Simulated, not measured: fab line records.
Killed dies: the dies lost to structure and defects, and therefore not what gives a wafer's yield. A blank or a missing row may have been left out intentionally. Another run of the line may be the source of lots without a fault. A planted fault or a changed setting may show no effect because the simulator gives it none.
Struck lot and sound lot, side by side / flow nand harc / 15 out of 1302 route steps
Sound: wafers L670.1, L670.4, L670.6. Struck: wafer L682.4. (L682.2, L682.6 of the same lot were not struck and are left out.) The cause comes at the end.
Per side, at each step with rows, come the tool, then ch with its chambers, and then its first start. Under that, the readings that differ: sound wafers / struck wafers / difference of the means / sigmas: that difference in standard deviations of wafers without a fault.
alike: words and numbers the same on both sides, and readings whose means are apart by under 2 such deviations; not compared: readings that were withheld, readings missing a value for some wafer, numbers with overlapping values and no deviation given by the record, and bounds like >300 which may hide the same value.
The two part at a step that has a row with sigmas, a row that says differs or no value, or rows on one side only. Numbers that don't overlap but have no deviation are shown without sigmas and don't part them. A reading missing from all wafers of one side parts the sides only when that side holds two or more wafers.

NHARC_A_DECK1_JOINT_ETCHBACK_00: etches the open film in HBr, target depth 30 nm, time 17.4 s.
  sound on rie si-03 ch 0,2, day 12 02:44; struck on rie si-03 ch 3, day 17 10:20
  alike: bias w, drypump motor current A, oes product au, throttle valve pct
  not compared: rf hours counter h
then, 8 steps without rows for these wafers: NHARC_A_DECK1_JOINT_PRECLEAN_30 (cleans in SC1); NHARC_A_DECK1_JOINT_SRD_31; NHARC_A_DECK1_JOINT_CVD_34 (deposits SiNx, target thk 20 nm); NHARC_A_DECK1_JOINT_DEP_06 (deposits SiOx, target thk 80 nm); NHARC_A_DECK1_JOINT_CURE_26 (time 32 s); NHARC_A_DECK1_JOINT_ANNEAL_27 (time 3600 s); NHARC_A_DECK1_JOINT_ANNEAL_28 (time 1800 s); NHARC_A_DECK1_JOINT_ANNEAL_29 (time 1800 s).
NHARC_A_DECK1_JOINT_CMP_02: polishes SiOx.
  sound on cmp-03 ch 1,2,3, day 12 22:31; struck on cmp-01 ch 2, day 18 13:08
  alike: motor current A, retaining ring pressure frac
following that, these wafers have no rows for 1 step: NHARC_A_DECK1_JOINT_SRD_15.
NHARC_A_DECK1_JOINT_DEP_16: deposits SiO2, target thk 45 nm.
  sound on pecvd-02 ch 0,1,2, day 12 22:58; struck on pecvd-02 ch 0, day 18 13:35
  alike: heater power outer w, heater power w, throttle valve pct
  not compared: since wet clean h
NHARC_A_DECK1_JOINT_THK_MEAS_17: measures by ellipsometry.
  sound: film metro-01 at day 12 23:11; struck: film metro-02 at day 18 13:49
reading=thk nm (nm); sound=45.8 46.4 43.5; struck=17.3; difference=-27.9; sigmas=-25
NHARC_A_DECK1_JOINT_INSPECT_05:
  sound: defect inspect-02 at day 12 23:13; struck: defect inspect-01 at day 18 13:51
  alike: raw defect count
following that, these wafers have no rows for 1 step: NHARC_END_SORT_01.

== WHERE THEY PART ==
Only at NHARC_A_DECK1_JOINT_THK_MEAS_17, as far as this record shows. Later steps at which nothing parts them and some readings are alike: NHARC_A_DECK1_JOINT_INSPECT_05.

WHY: what the simulator had put in
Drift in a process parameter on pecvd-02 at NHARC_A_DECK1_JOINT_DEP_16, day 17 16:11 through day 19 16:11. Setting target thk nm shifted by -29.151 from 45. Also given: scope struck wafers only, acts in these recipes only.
